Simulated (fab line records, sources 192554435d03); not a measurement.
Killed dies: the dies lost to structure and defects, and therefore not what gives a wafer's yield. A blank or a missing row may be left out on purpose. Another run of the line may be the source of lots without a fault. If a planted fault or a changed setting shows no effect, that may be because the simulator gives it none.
A struck lot beside a sound one :: flow n5 finfet :: 16 steps out of a route of 1938
Sound: the wafers L108.3, L108.4, L108.5. The struck wafers were L126.1, L126.4, L126.6. The cause is named last.
Each step with rows lists, per side, the tool, then ch with its chambers, then its first start. Under that, the readings that differ: sound wafers :: struck wafers :: difference of the means :: sigmas: that difference in standard deviations of wafers without a fault.
alike: same words and numbers on both sides, and readings whose means sit less than 2 such deviations apart. not compared: any withheld reading, any reading some wafer has no value for, any bound like >300 that may hide the same value, and any number with overlapping values for which the record gives no deviation.
The two part at a step that has a row with sigmas, a row that says differs or no value, or rows on one side only. Numbers that have no deviation but don't overlap get no sigmas and don't part them. Lack of a reading on every wafer of one side parts them only where that side has two or more wafers.

first, 7 steps without rows for these wafers: N5_WELL_APT_COAT_02 (resist thk 950 nm); N5_WELL_APT_EBR_04; N5_WELL_APT_SOFTBAKE_03 (time 60 s); N5_WELL_APT_EXPOSE_05 (exposes mask NWELL, defocus 0 nm, target cd 200 nm); N5_WELL_APT_PEB_06 (peb time 90 s); N5_WELL_APT_DEVELOP_07 (develop time 45 s); N5_WELL_APT_HARDBAKE_12 (time 120 s).
N5_WELL_APT_CD_MEAS_08: the cd target is 200 nm.
  sound on cd sem-03 ch 0, day 2 07:34; struck on cd sem-03 ch 0, day 6 19:50
reading: cd nm (nm)
sound: 196.6 197.5 198.2
struck: 199.8 200.6 204.1
difference: +4.1
sigmas: +2
N5_WELL_APT_OVL_MEAS_09:
  sound on overlay-01 ch 0, day 2 07:35; struck on overlay-02 ch 0, day 6 19:52
  alike: NWELL_OVL
N5_WELL_APT_INSPECT_10: inspects for defects (macro).
  sound: defect inspect-01 at day 2 07:37; struck: defect inspect-01 at day 6 19:53
  alike: raw defect count
N5_WELL_APT_DESCUM_13: chemistry O2, time 7.9 s.
  sound on rie diel-01 ch 1,2,3, day 2 07:38; struck on rie diel-02 ch 1,3, day 6 20:09
  alike: drypump motor current A, oes product au, rf vpp V, showerhead plenum p Torr, throttle valve pct
  not compared: rf hours counter h
then, 1 step without rows for these wafers: N5_WELL_APT_IMPLANT_14.
N5_WELL_APT_IMPLANT_15:
  sound on implanter-02 ch 0, day 2 07:59; struck on implanter-02 ch 0, day 6 20:26
reading: beam energy keV
sound: 24.997 24.995 25.001
struck: 31.401 31.391 31.414
difference: +6.404
sigmas: +99 or more

reading: model.implant.rp nm (nm)
sound: 18.68 18.68 18.68
struck: 22.12 22.12 22.12
difference: +3.44
sigmas: 

reading: model.implant.drp nm (nm)
sound: 8.457 8.457 8.457
struck: 9.972 9.972 9.972
difference: +1.515
sigmas: 
then, 1 step without rows for these wafers: N5_WELL_APT_STRIP_16 (strips in SPM, time 900 s).
-- the record jumps here: 7 days lie between the struck wafers' starts before and after (it left off in module WELL_APT and takes up again in module BEOL_M4, whose first step shown is number 1111 of the route) --
N5_BEOL_M4_RC_MEAS_101:
  sound on prober-02 ch 0, day 9 01:25; struck on prober-02 ch 0, day 14 02:40
reading: DIBL_N (mV/V)
sound: 38.2 37.9 39.4
struck: 34.8 35.9 32.5
difference: -4.1
sigmas: -2

reading: DIBL_P (mV/V)
sound: 38.8 37.7 39.9
struck: 34.0 34.5 31.0
difference: -5.6
sigmas: -3

reading: IOFF_N (nA/um)
sound: 0.21 0.18 0.23
struck: 0.14 0.14 0.10
difference: -0.08
sigmas: -2

reading: IOFF_P (nA/um)
sound: 0.26 0.22 0.26
struck: 0.18 0.17 0.14
difference: -0.08
sigmas: -2

reading: SS_N (mV/dec)
sound: 72.1 72.9 73.2
struck: 70.5 70.8 70.5
difference: -2.1
sigmas: -4
  alike: ION_N, ION_P, SS_P, VT_N, VT_P
-- record jumps: 5 days separate the struck wafers' starts on either side; left off in module BEOL_M4, taken up again in module PASSIVATION, whose first shown step is the route's number 1936 --
N5_PASSIVATION_PROBE_49:
  sound: prober-01 at day 13 12:53; struck: prober-01 at day 19 03:22
reading: killed at contacts
sound: 17 17 22
struck: 10 6 5
difference: -12
sigmas: -2
  alike: defect limited yield, killed_at_M0_to_M3, killed_at_M4_up, killed at front end, killed at other, killed dies, killed open, killed short, sort_bin_5_function, sort_bin_6_memory, sort n pass, sort yield pct

WHERE THEY PART
Earliest at N5_WELL_APT_CD_MEAS_08; latest, in this record, at N5_PASSIVATION_PROBE_49.

WHY: what the simulator had put in
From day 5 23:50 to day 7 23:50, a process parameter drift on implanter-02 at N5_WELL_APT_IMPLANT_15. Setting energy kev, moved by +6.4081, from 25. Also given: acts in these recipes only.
